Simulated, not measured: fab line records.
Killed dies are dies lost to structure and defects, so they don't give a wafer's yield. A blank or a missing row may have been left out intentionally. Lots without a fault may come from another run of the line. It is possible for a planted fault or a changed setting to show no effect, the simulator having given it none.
fab line records	flow nandHarc
record lots=13	wafers=39	lastDay=25
route steps=1159 shown A_M0@1016 THIN_TSV@1124 END@1159
lots that met no fault: from a run of the same line without faults
startH: start of the lot's first displayed wafer, in hours after the record's first day	waitH: hours since the lot's step before	" as in the row above	L1.1+2: several wafers, shown together as one row	- either no value or no given start	* or withheld: withheld	< > ~ a bound
route shown NAME@n: names a module that has steps shown in the file, with the first one's number in the route	usual: mean/standard deviation of fault-free wafers	same: alike in all rows	chamber/n: place in a boat	sites: each site's reading	_std_site: their standard deviation	_edge_site: inner sites' mean taken away from outer sites' mean	radiusMm: how far each site lies from the wafer's centre	mask NAME#n: copy n	behind: tool/chamber where the wafer was last shaped	hold: why the lot went on hold/how many hours it stayed there/how the hold came to an end	device: the n, p or np transistor that did not switch	end of line: the same wafers' tests at the end of the route	a step with no rows: only its recipe	killed: at the first sort, the dies lost to defects and structure; wafer yield is something else	map: dies across one wafer; x = killed, . = not, _ = none there
set.NAME: the setting as run; set.NAME@STEP: as run at that earlier step	model.NAME: the simulator's own value behind a step, which no gauge read
route steps across a sampled set of lots; one table per step, one row per wafer
services: a tool's chamber out of use, with start hour (startH, from the record's first day; less than 0 if before it), hours out, and reason
## steps
# step NHARC_A_M0_PVD_21
# recipe targetThkA=300	chamberPressurePa=5	powerW=5000	substrateTempC=30	timeS=20.49	material=Cu
# usual throttleValvePct=30.0/1.3
lot.wafer	tool	chamber	startH	waitH	throttleValvePct
L720.4	pvdSputter-02	-	417.71	-	29.5
L720.2	"	-	"	"	29.7
L720.3	"	-	"	"	28.9
L723.4	pvdSputter-03	-	417.86	-	29.6
L723.2	"	-	"	"	30.9
L723.6	"	-	"	"	29.8
L722.3	pvdSputter-03	-	423.42	-	28.5
L722.2	"	-	"	"	30.7
L722.5	"	-	"	"	28.6
L724.2	pvdSputter-01	-	423.85	-	29.8
L724.4	"	-	"	"	32.3
L724.3	"	-	"	"	29.5
L725.1	pvdSputter-01	-	437.23	-	32.4
L725.3	"	-	"	"	29.9
L725.5	"	-	"	"	31.7
L730.2	pvdSputter-03	-	454.23	-	29.8
L730.1	"	-	"	"	30.4
L730.3	"	-	"	"	27.9
L735.1	pvdSputter-01	-	494.00	-	29.5
L735.3	"	-	"	"	32.3
L735.6	"	-	"	"	31.3
L740.3	pvdSputter-01	-	499.15	-	32.2
L740.1	"	-	"	"	29.8
L740.2	"	-	"	"	31.9
L741.3	pvdSputter-01	-	502.96	-	32.4
L741.2	"	-	"	"	29.6
L741.6	"	-	"	"	32.2
L738.3	pvdSputter-02	-	510.58	-	29.9
L738.5	"	-	"	"	29.0
L738.6	"	-	"	"	30.0
L739.3	pvdSputter-03	-	522.01	-	29.4
L739.2	"	-	"	"	30.8
L739.6	"	-	"	"	29.5
L742.2	pvdSputter-02	-	522.56	-	29.8
L742.1	"	-	"	"	29.3
L742.3	"	-	"	"	29.2
L743.3	pvdSputter-02	-	557.51	-	28.9
L743.2	"	-	"	"	30.3
L743.6	"	-	"	"	29.6
# step NHARC_THIN_TSV_DEP_47
# recipe targetThkA=2000	tempC=withheld	pressureTorr=6.5	rfW=900	teosFlowSccm=161.4	flowSccm=2650	targetThkNm=200	gas=O2	material=SiO2
# usual throttleValvePct=16.0/0.46
lot.wafer	tool	chamber	startH	waitH	throttleValvePct
L720.2	pecvd-03	1	446.44	-	16.3
L720.3	"	2	"	"	15.8
L720.4	"	1	"	"	16.2
L723.2	pecvd-01	0	447.54	-	15.6
L723.4	"	1	"	"	16.2
L723.6	"	1	"	"	16.3
L724.3	pecvd-03	0	449.28	-	17.5
L724.2	"	2	"	"	15.7
L724.4	"	2	"	"	15.8
L722.3	pecvd-02	2	450.95	-	15.9
L722.2	"	0	"	"	15.5
L722.5	"	2	"	"	15.6
L725.3	pecvd-01	0	462.64	-	15.5
L725.1	"	2	"	"	16.0
L725.5	"	2	"	"	15.9
L730.2	pecvd-01	0	481.28	-	15.9
L730.3	"	1	"	"	16.3
L730.1	"	2	"	"	16.0
L740.1	pecvd-01	2	521.81	-	16.0
L740.2	"	0	"	"	16.1
L740.3	"	1	"	"	16.3
L735.1	pecvd-01	1	523.27	-	16.2
L735.3	"	2	"	"	16.1
L735.6	"	2	"	"	16.2
L738.3	pecvd-02	0	532.30	-	15.7
L738.6	"	0	"	"	16.0
L738.5	"	1	"	"	15.5
L741.2	pecvd-01	1	533.43	-	16.4
L741.3	"	2	"	"	16.0
L741.6	"	1	"	"	16.5
L739.3	pecvd-02	2	547.61	-	15.5
L739.2	"	0	"	"	15.9
L739.6	"	2	"	"	15.5
L742.1	pecvd-02	2	548.55	-	15.5
L742.3	"	0	"	"	16.1
L742.2	"	1	"	"	15.4
L743.3	pecvd-03	2	583.34	-	16.3
L743.2	"	0	"	"	16.9
L743.6	"	0	"	"	16.8
# step NHARC_THIN_TSV_PRE_CLEAN_50
# recipe timeS=30	tempC=280	gas=H2/He
# usual heaterPowerW=393/37
lot.wafer	tool	chamber	startH	waitH	heaterPowerW
L720.3	pvdSputter-02	-	-	-	435
L720.2	"	-	"	"	416
L720.4	"	-	"	"	358
L723.4	pvdSputter-03	-	-	-	406
L723.2	"	-	"	"	340
L723.6	"	-	"	"	406
L724.4	pvdSputter-03	-	-	-	399
L724.3	"	-	"	"	408
L724.2	"	-	"	"	345
L722.2	pvdSputter-01	-	-	-	349
L722.3	"	-	"	"	420
L722.5	"	-	"	"	351
L725.3	pvdSputter-01	-	-	-	419
L725.1	"	-	"	"	458
L725.5	"	-	"	"	350
L730.1	pvdSputter-03	-	-	-	354
L730.2	"	-	"	"	402
L730.3	"	-	"	"	406
L740.1	pvdSputter-02	-	-	-	441
L740.2	"	-	"	"	375
L740.3	"	-	"	"	357
L735.3	pvdSputter-03	-	-	-	347
L735.1	"	-	"	"	350
L735.6	"	-	"	"	352
L738.3	pvdSputter-03	-	-	-	347
L738.5	"	-	"	"	356
L738.6	"	-	"	"	400
L741.2	pvdSputter-03	-	-	-	342
L741.3	"	-	"	"	397
L741.6	"	-	"	"	350
L739.3	pvdSputter-01	-	-	-	402
L739.2	"	-	"	"	359
L739.6	"	-	"	"	392
L742.3	pvdSputter-02	-	-	-	427
L742.1	"	-	"	"	376
L742.2	"	-	"	"	357
L743.3	pvdSputter-03	-	-	-	351
L743.2	"	-	"	"	356
L743.6	"	-	"	"	416
# step NHARC_THIN_TSV_ETCH_36
# recipe targetDepthA=650	overEtchFrac=0.3	timeS=18.571	ionEnergyEv=150	chemistry=Cl2/BCl3
# usual drypumpMotorCurrentA=5.8/0.39	oesProductAu=1.007/0.0073
lot.wafer	tool	chamber	startH	waitH	drypumpMotorCurrentA	oesProductAu	rfHoursCounterH
L720.2	rieMetal-01	1	451.10	0.2	5.5	1.010	2.6
L720.3	"	1	"	"	5.5	0.998	-
L720.4	"	0	"	"	5.3	1.013	-
L723.2	rieMetal-01	0	452.79	0.2	5.4	1.013	2.8
L723.4	"	0	"	"	5.4	1.018	-
L723.6	"	1	"	"	5.5	1.007	-
L724.2	rieMetal-02	1	455.03	0.3	5.7	1.007	2.0
L724.4	"	0	"	"	6.1	1.004	-
L724.3	"	1	"	"	5.7	1.017	-
L722.2	rieMetal-02	0	456.33	0.2	6.2	1.009	2.2
L722.3	"	0	"	"	6.2	1.005	-
L722.5	"	0	"	"	6.2	1.006	-
L725.1	rieMetal-02	1	467.61	0.2	5.7	1.012	2.7
L725.3	"	0	"	"	6.2	1.015	-
L725.5	"	0	"	"	6.1	1.020	-
L730.1	rieMetal-03	0	486.07	0.2	5.7	1.004	0.5
L730.2	"	1	"	"	6.5	1.022	0.5
L730.3	"	1	"	"	6.5	1.012	-
L740.2	rieMetal-02	0	526.61	0.2	6.1	1.020	4.4
L740.1	"	1	"	"	5.7	1.011	4.4
L740.3	"	0	"	"	6.1	1.014	-
L735.1	rieMetal-02	1	527.82	0.2	5.7	0.998	4.6
L735.3	"	0	"	"	6.2	1.018	-
L735.6	"	0	"	"	6.2	1.019	-
L738.3	rieMetal-01	1	537.04	0.2	5.5	1.005	-
L738.5	"	1	"	"	5.5	1.003	-
L738.6	"	0	"	"	5.3	1.014	-
L741.2	rieMetal-02	1	538.54	0.2	5.7	0.999	4.9
L741.3	"	1	"	"	5.7	1.012	-
L741.6	"	0	"	"	6.2	1.022	-
L739.2	rieMetal-01	1	552.28	0.2	5.5	1.008	1.0
L739.3	"	1	"	"	5.5	1.013	-
L739.6	"	0	"	"	5.3	0.999	-
L742.1	rieMetal-03	1	553.35	0.2	6.5	1.018	2.8
L742.2	"	0	"	"	5.7	1.007	2.8
L742.3	"	0	"	"	5.7	1.008	-
L743.2	rieMetal-03	1	588.15	0.2	6.5	1.009	3.6
L743.3	"	1	"	"	6.5	1.003	-
L743.6	"	1	"	"	6.5	1.004	-
# step NHARC_END_SORT_01
# recipe tempC=25
# usual defectLimitedYield=95.3/1.6	killedAtArray=28/10	killedAtOther=0.6/0.85	killedAtPeriphery=3.3/2.3	killedDies=32/11	killedOpen=3.3/1.5	killedShort=2.1/1.4	sort_bin_2_pct=1.5/0.63	sort_bin_3_pct=0.25/0.21	sort_bin_4_pct=3.0/1.1	sortNPass=645/11	sortRimYieldPct=97.6/1.6	sortYieldPct=95.3/1.6
# same grossDies=677	sort_bin_5_pct[%]=0	sort_bin_6_pct[%]=0	sort_bin_7_pct[%]=0	sort_bin_8_pct[%]=0	sortRimNGross=106.00
lot.wafer	tool	chamber	startH	waitH	defectLimitedYield[%]	killedAtArray	killedAtOther	killedAtPeriphery	killedDies	killedOpen	killedShort	sort_bin_2_pct[%]	sort_bin_3_pct[%]	sort_bin_4_pct[%]	sortNPass	sortRimYieldPct[%]	sortYieldPct[%]
L725.1	prober-01	0	475.97	2.5	95.6	26	0	4	30	1	5	1.2	0.15	3.1	647	98.1	95.6
L725.3	prober-01	0	477.56	3.1	95.9	23	0	5	28	1	2	0.4	0.44	3.2	649	98.1	95.9
L725.5	prober-01	0	479.14	3.7	96.5	21	0	3	24	3	2	1.9	0	1.6	653	99.1	96.5
L730.1	prober-01	0	494.52	2.5	97.5	13	0	4	17	3	1	1.2	0	1.3	660	100.0	97.5
L730.2	prober-01	0	495.32	2.8	97.2	10	2	7	19	2	3	1.2	0.15	1.5	658	99.1	97.2
L730.3	prober-01	0	496.11	3.1	84.6	100	0	4	104	4	2	6.4	6.06	3.0	573	86.8	84.6
L740.1	prober-01	0	536.02	2.5	95.0	30	0	4	34	4	1	2.2	0.15	2.7	643	98.1	95.0
L740.2	prober-01	0	536.81	2.8	95.1	28	0	5	33	2	0	2.1	0.15	2.7	644	97.2	95.1
L740.3	prober-01	0	537.61	3.1	95.9	26	0	2	28	1	1	1.3	0.30	2.5	649	99.1	95.9
L735.1	prober-02	0	536.05	2.5	93.9	36	1	4	41	4	0	2.1	0.59	3.4	636	97.2	93.9
L735.3	prober-02	0	537.64	3.1	95.3	30	0	2	32	2	1	1.2	0.15	3.4	645	97.2	95.3
L735.6	prober-02	0	540.02	4.0	95.6	28	0	2	30	6	1	2.1	0.15	2.2	647	98.1	95.6
L738.3	prober-01	0	554.81	3.1	93.9	38	1	2	41	2	4	2.4	0.74	3.0	636	96.2	93.9
L738.5	prober-01	0	556.43	3.7	94.1	38	0	2	40	2	0	1.3	0.44	4.1	637	99.1	94.1
L738.6	prober-01	0	557.24	4.0	92.5	46	1	4	51	6	2	2.7	0.30	4.6	626	98.1	92.5
# killed by level:class
L725.1 A_SLIT:chamberFilmFlake=11 A_CONTACT:chamberFilmFlake=6 A_WL_FILL:geometricParticle:short=2 A_CONTACT:geometricParticle:short=2 P_GATE:chamberFilmFlake=2 A_CHANNEL_HOLE_D1:chamberFilmFlake=2 A_STAIRCASE:chamberFilmFlake=2 P_CONTACT:geometricParticle:short=1
L725.3 A_SLIT:chamberFilmFlake=12 A_CHANNEL_HOLE_D1:chamberFilmFlake=4 A_STAIRCASE:chamberFilmFlake=3 P_STI:chamberFilmFlake=2 P_GATE:chamberFilmFlake=2 A_ONON_D1:geometricParticle:short=1 A_SGD_CUT:geometricParticle:open=1 A_BLC:geometricParticle:short=1
L725.5 A_SLIT:chamberFilmFlake=9 A_CONTACT:chamberFilmFlake=4 A_WL_FILL:geometricParticle:short=2 A_CHANNEL_HOLE_D1:chamberFilmFlake=2 A_CHANNEL_FILL_D1:chamberFilmFlake=2 P_GATE:geometricParticle:open=1 A_ONON_D1:geometricParticle:open=1 A_WL_FILL:geometricParticle:open=1
L730.1 A_CHANNEL_HOLE_D1:chamberFilmFlake=6 P_ZERO_WELL:chamberFilmFlake=3 A_STAIRCASE:chamberFilmFlake=3 A_ONON_D1:geometricParticle:short=1 A_SGD_CUT:geometricParticle:open=1 A_BLC:geometricParticle:open=1 A_M0:geometricParticle:open=1 P_GATE:chamberFilmFlake=1
L730.2 P_ZERO_WELL:chamberFilmFlake=5 A_WL_FILL:chamberFilmFlake=2 A_CONTACT:chamberFilmFlake=2 THIN_TSV:chamberFilmFlake=2 P_CONTACT:geometricParticle:open=1 A_CHANNEL_FILL_D1:geometricParticle:short=1 A_CONTACT:geometricParticle:open=1 A_BLC:geometricParticle:short=1
L730.3 A_M0:unspecified=88 P_ZERO_WELL:chamberFilmFlake=4 A_CONTACT:chamberFilmFlake=3 A_CONTACT:geometricParticle:open=2 A_STAIRCASE:chamberFilmFlake=2 A_WL_FILL:geometricParticle:short=1 A_BLC:geometricParticle:open=1 A_M0:geometricParticle:short=1
L740.1 A_CHANNEL_HOLE_D1:chamberFilmFlake=22 A_CONTACT:chamberFilmFlake=4 P_GATE:geometricParticle:short=1 P_CONTACT:geometricParticle:open=1 P_M0:geometricParticle:open=1 A_CHANNEL_FILL_D1:geometricParticle:open=1 A_BLC:geometricParticle:open=1 P_GATE:chamberFilmFlake=1
L735.1 A_SLIT:chamberFilmFlake=17 A_CHANNEL_HOLE_D1:chamberFilmFlake=6 P_M1:chamberFilmFlake=3 A_BONDPAD:chamberFilmFlake=3 A_ZERO_WELL:chamberFilmFlake=2 A_STAIRCASE:chamberFilmFlake=2 A_CONTACT:chamberFilmFlake=2 A_WL_FILL:geometricParticle:open=1
L740.2 A_CHANNEL_HOLE_D1:chamberFilmFlake=16 A_CONTACT:chamberFilmFlake=7 P_M1:chamberFilmFlake=3 A_CHANNEL_FILL_D1:chamberFilmFlake=2 P_M0:geometricParticle:open=1 A_CONTACT:geometricParticle:open=1 P_GATE:chamberFilmFlake=1 A_ZERO_WELL:chamberFilmFlake=1
L740.3 A_CHANNEL_HOLE_D1:chamberFilmFlake=19 A_STAIRCASE:chamberFilmFlake=3 P_STI:geometricParticle:short=1 A_CHANNEL_FILL_D1:geometricParticle:open=1 P_GATE:chamberFilmFlake=1 A_ZERO_WELL:chamberFilmFlake=1 A_WL_FILL:chamberFilmFlake=1 A_CONTACT:chamberFilmFlake=1
L735.3 A_SLIT:chamberFilmFlake=12 A_CHANNEL_HOLE_D1:chamberFilmFlake=7 A_BONDPAD:chamberFilmFlake=5 A_CONTACT:chamberFilmFlake=2 P_GATE:geometricParticle:short=1 A_SOURCE_PLATE:geometricParticle:open=1 A_CONTACT:geometricParticle:open=1 P_M1:chamberFilmFlake=1
L735.6 A_SLIT:chamberFilmFlake=6 A_CHANNEL_HOLE_D1:chamberFilmFlake=5 A_BONDPAD:chamberFilmFlake=5 A_CONTACT:geometricParticle:open=3 A_CONTACT:chamberFilmFlake=3 A_CHANNEL_FILL_D1:geometricParticle:short=1 A_SGD_CUT:geometricParticle:open=1 A_WL_FILL:geometricParticle:open=1
L738.3 A_SLIT:chamberFilmFlake=15 A_CONTACT:chamberFilmFlake=6 A_CHANNEL_HOLE_D1:chamberFilmFlake=5 A_ZERO_WELL:chamberFilmFlake=2 A_STAIRCASE:chamberFilmFlake=2 A_WL_FILL:chamberFilmFlake=2 A_BONDPAD:chamberFilmFlake=2 P_GATE:geometricParticle:open=1
L738.5 A_SLIT:chamberFilmFlake=15 A_CHANNEL_HOLE_D1:chamberFilmFlake=6 A_CONTACT:chamberFilmFlake=5 A_WL_FILL:chamberFilmFlake=4 A_STAIRCASE:chamberFilmFlake=3 A_ZERO_WELL:chamberFilmFlake=2 A_BONDPAD:chamberFilmFlake=2 P_CONTACT:geometricParticle:open=1
L738.6 A_SLIT:chamberFilmFlake=16 A_CHANNEL_HOLE_D1:chamberFilmFlake=12 A_CONTACT:chamberFilmFlake=9 A_CHANNEL_FILL_D1:geometricParticle:open=3 A_ZERO_WELL:chamberFilmFlake=2 P_STI:geometricParticle:open=1 P_M1:geometricParticle:open=1 A_WL_FILL:geometricParticle:short=1
## services
tool	chamber	startH	hours	kind
rieMetal-02	0	397.00	-	clean
rieMetal-02	1	397.00	-	clean
pecvd-01	-	427.39	13.0	pm
pecvd-01	0	427.39	13.0	ventCycle
pecvd-01	1	427.39	13.0	ventCycle
pecvd-01	2	427.39	13.0	ventCycle
pvdSputter-01	-	439.15	11.9	repair
pecvd-01	0	440.39	-	clean
pecvd-01	1	440.39	-	clean
pecvd-01	2	440.39	-	clean
pecvd-01	2	444.03	16.4	repair
rieMetal-03	-	453.13	9.0	pm
pvdSputter-03	-	458.23	10.0	pm
pecvd-03	-	473.33	13.0	pm
rieMetal-01	-	509.00	9.0	pm
rieMetal-02	-	509.54	0.4	repair
pecvd-02	-	515.27	13.0	pm
pvdSputter-01	-	516.10	10.0	pm
pecvd-03	2	534.18	19.8	repair
pvdSputter-02	-	540.46	6.7	repair
pecvd-01	0	556.56	5.5	repair
rieMetal-02	-	565.00	9.0	pm
pvdSputter-02	-	570.05	10.0	pm
pvdSputter-03	-	580.02	2.8	repair
## key
firstSign step=NHARC_END_SORT_01	reading=killedAtArray	direction=up	sigmas=7	usual=28	struck=100
effect step=NHARC_END_SORT_01	reading=killedDies	direction=up	sigmas=6.8	usual=32	struck=104
moreKillsBornAt NHARC_A_M0_PVD_21@pvdSputter-03=88
metAt NHARC_A_M0_PVD_21
struckLots L730
struckWafers L730.3
notActingAt NHARC_THIN_TSV_DEP_47,NHARC_THIN_TSV_PRE_CLEAN_50,NHARC_THIN_TSV_ETCH_36
fault kind=chamberParticleSource	tool=pvdSputter-03	chamber=-	onsetH=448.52	steps=NHARC_A_M0_PVD_21	ratePerVisitCm2=2.1012	endH=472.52	scope=struckWafersOnly
